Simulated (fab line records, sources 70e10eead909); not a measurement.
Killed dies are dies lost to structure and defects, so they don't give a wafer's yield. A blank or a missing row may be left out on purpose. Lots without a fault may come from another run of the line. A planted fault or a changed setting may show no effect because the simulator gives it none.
Chamber matching | flow nand_harc | NHARC_A_M0_CMP_23 on cmp-02: 4 sister chambers
The step polishes, t overpolish 20 s, target thk 113.75 nm. 7 wafers are shown with their chamber, then 7 later ones without.

WAFERS WITH THEIR CHAMBER
wafer  | chamber | motor_current_A (A) | time_to_endpoint_s (s)
L083.2 | 1       | 12.1                | 27.2
L083.5 | 0       | 11.5                | 26.8
L084.1 | 3       | 11.4                | 28.9
L084.2 | 0       | 12.4                | 26.8
L084.3 | 2       | 12.5                | 27.1
L089.1 | 1       | 12.9                | 29.6
L089.2 | 2       | 13.5                | 29.1

WAFERS WITHOUT THEIR CHAMBER
wafer  | motor_current_A (A) | time_to_endpoint_s (s)
L089.4 | 11.3                | 30.7
L088.1 | 12.5                | 30.5
L088.4 | 12.3                | 29.5
L088.6 | 12.1                | 27.9
L097.2 | 12.1                | 28.5
L097.4 | 12.4                | 25.2
L097.5 | 12.5                | 30.9

WHICH CHAMBER EACH WENT THROUGH
wafer  | from the rows above               | in truth
L089.4 | can't be placed: 3 or 1 or 0 or 2 | 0
L088.1 | can't be placed: 1 or 2 or 3 or 0 | 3
L088.4 | can't be placed: 1 or 3 or 2 or 0 | 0
L088.6 | can't be placed: 1 or 0 or 3 or 2 | 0
L097.2 | can't be placed: 1 or 3 or 0 or 2 | 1
L097.4 | can't be placed: 0 or 2 or 1 or 3 | 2
L097.5 | can't be placed: 1 or 3 or 2 or 0 | 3
Placed correctly: 0 of 7. Can't be placed from these rows: 7 (the true chamber is among the candidates in 7). Placed wrongly: 0.
How it was worked out, from the rows above alone: a wafer's distance from a chamber is the root of the sum, over the readings, of the square of ((its reading less the chamber's mean) divided by the reading's scatter). The wafer belongs to the nearest chamber; if the next one is less than 2 further off, it can't be placed. A chamber's mean is the mean of its shown wafers. The scatter: the root of (the sum of the squares of (reading less its chamber's mean) over the shown wafers, divided by (wafers less chambers)).
